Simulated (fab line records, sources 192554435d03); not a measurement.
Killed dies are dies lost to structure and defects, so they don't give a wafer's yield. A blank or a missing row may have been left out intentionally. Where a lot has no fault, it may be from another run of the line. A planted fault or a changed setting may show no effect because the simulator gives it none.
Comparing a struck lot with a sound one + flow n5Finfet + 16 out of 1938 route steps
Sound: the wafers L985.3, L985.5, L985.6. The struck wafers were L102.1, L102.5, L102.6. At the end, the cause is stated.
Per side, at each step with rows, come the tool, then ch with its chambers, and then its first start. Under that, the readings that differ: sound wafers + struck wafers + difference of the means + sigmas: that difference in standard deviations of wafers without a fault.
alike: words and numbers the same on both sides, and readings whose means are apart by under 2 such deviations; not compared: readings that were withheld, readings missing a value for some wafer, numbers with overlapping values and no deviation given by the record, and bounds like >300 which may hide the same value.
The two part at a step that has a row with sigmas, a row that says differs or no value, or rows on one side only. Non-overlapping numbers with no deviation appear without sigmas and do not part them. Lack of a reading on every wafer of one side parts them only where that side has two or more wafers.

first, 1 step without rows for these wafers: N5_ZERO_LAYER_HARDBAKE_23 (time 120 s).
N5_ZERO_LAYER_CD_MEAS_11: the cd target is 2000 nm.
  sound on cdSem-03 ch 0, day 1 18:38; struck on cdSem-03 ch 0, day 6 00:40
  alike: cdNm
N5_ZERO_LAYER_DESCUM_16: chemistry O2, time 7.9 s.
  sound on rieDiel-05 ch 0,1,2, day 1 18:41; struck on rieDiel-02 ch 0,1,3, day 6 00:43
  alike: drypumpMotorCurrentA, oesProductAu, rfVppV, showerheadPlenumPTorr, throttleValvePct
  not compared: rfHoursCounterH
N5_ZERO_LAYER_ETCH_17: etches SiO2 in CF4, target depth 12 nm, time 13.3 s.
  sound on rieDiel-05 ch 0,1,2, day 1 18:43; struck on rieDiel-02 ch 0,1,3, day 6 00:44
  alike: drypumpMotorCurrentA, oesProductAu, rfVppV, showerheadPlenumPTorr, throttleValvePct
  not compared: rfHoursCounterH
N5_ZERO_LAYER_ETCH_18: etches Si in HBr/Cl2, target depth 120 nm, time 40 s.
  sound on rieSi-03 ch 1,2, day 1 18:47; struck on rieSi-03 ch 0,3, day 6 00:49
  alike: drypumpMotorCurrentA, oesProductAu, throttleValvePct
  not compared: rfHoursCounterH
N5_ZERO_LAYER_STRIP_24: strips in O2.
  sound on plasmaAsher-02 ch 0,1, day 1 18:55; struck on plasmaAsher-02 ch 0,1, day 6 00:55
  alike: drypumpMotorCurrentA, heaterPowerW, oesProductAu, stripTimeToEndpointS
  not compared: rfHoursCounterH
then, 1 step without rows for these wafers: N5_ZERO_LAYER_STRIP_19 (strips in SPM, time 900 s).
N5_ZERO_LAYER_INSPECT_20: inspects for defects (darkfield).
  sound on defectInspect-02, day 1 19:15; struck on defectInspect-01, day 6 01:17
  alike: rawDefectCount
then, 4 steps without rows for these wafers: N5_WELL_APT_HMDS_01 (time 60 s); N5_WELL_APT_COAT_02 (resist thk 950 nm); N5_WELL_APT_EBR_04; N5_WELL_APT_SOFTBAKE_03 (time 60 s).
N5_WELL_APT_EXPOSE_05: exposes mask NWELL, defocus 0 nm, target cd 200 nm.
  sound on krfScanner-01 ch 0, day 1 19:24; struck on krfScanner-01 ch 0, day 6 01:25
| reading                        | sound                | struck         | difference | sigmas |
|--------------------------------|----------------------|----------------|------------|--------|
| model.WELL_APT.overlayXNm (nm) | 0.4744 0.4744 0.4744 | 2.97 2.97 2.97 | +2.50      |        |
  alike: mask
then, 1 step without rows for these wafers: N5_WELL_APT_PEB_06 (peb time 90 s).
-- a jump in the record: the struck wafers' starts before and after are 7 days apart (it breaks off in module WELL_APT and resumes in module BEOL_M4, where the first step shown is number 1111 of the route) --
N5_BEOL_M4_RC_MEAS_101:
  sound on prober-02 ch 0, day 8 00:02; struck on prober-01 ch 0, day 12 21:41
| reading       | sound          | struck         | difference | sigmas |
|---------------|----------------|----------------|------------|--------|
| DIBL_N (mV/V) | 34.6 35.5 32.8 | 38.5 38.7 39.8 | +4.7       | +3     |
| ION_N (uA/um) | 661 665 672    | 693 688 697    | +27        | +2     |
  alike: DIBL_P, IOFF_N, IOFF_P, ION_P, SS_N, SS_P, VT_N, VT_P
-- the record jumps here: 4 days lie between the struck wafers' starts before and after (it left off in module BEOL_M4 and takes up again in module PASSIVATION, whose first step shown is number 1936 of the route) --
N5_PASSIVATION_PROBE_49:
  sound on prober-01, day 12 04:13; struck on prober-01, day 17 00:14
  alike: defectLimitedYield, killed_at_M0_to_M3, killed_at_M4_up, killedAtContacts, killedAtFrontEnd, killedAtOther, killedDies, killedOpen, killedShort, sort_bin_5_function, sort_bin_6_memory, sortNPass, sortYieldPct

## WHERE THEY PART
Within this record, at N5_BEOL_M4_RC_MEAS_101 only. Later steps at which nothing parts them and some readings are alike: N5_PASSIVATION_PROBE_49.

WHY: whatever the simulator had introduced
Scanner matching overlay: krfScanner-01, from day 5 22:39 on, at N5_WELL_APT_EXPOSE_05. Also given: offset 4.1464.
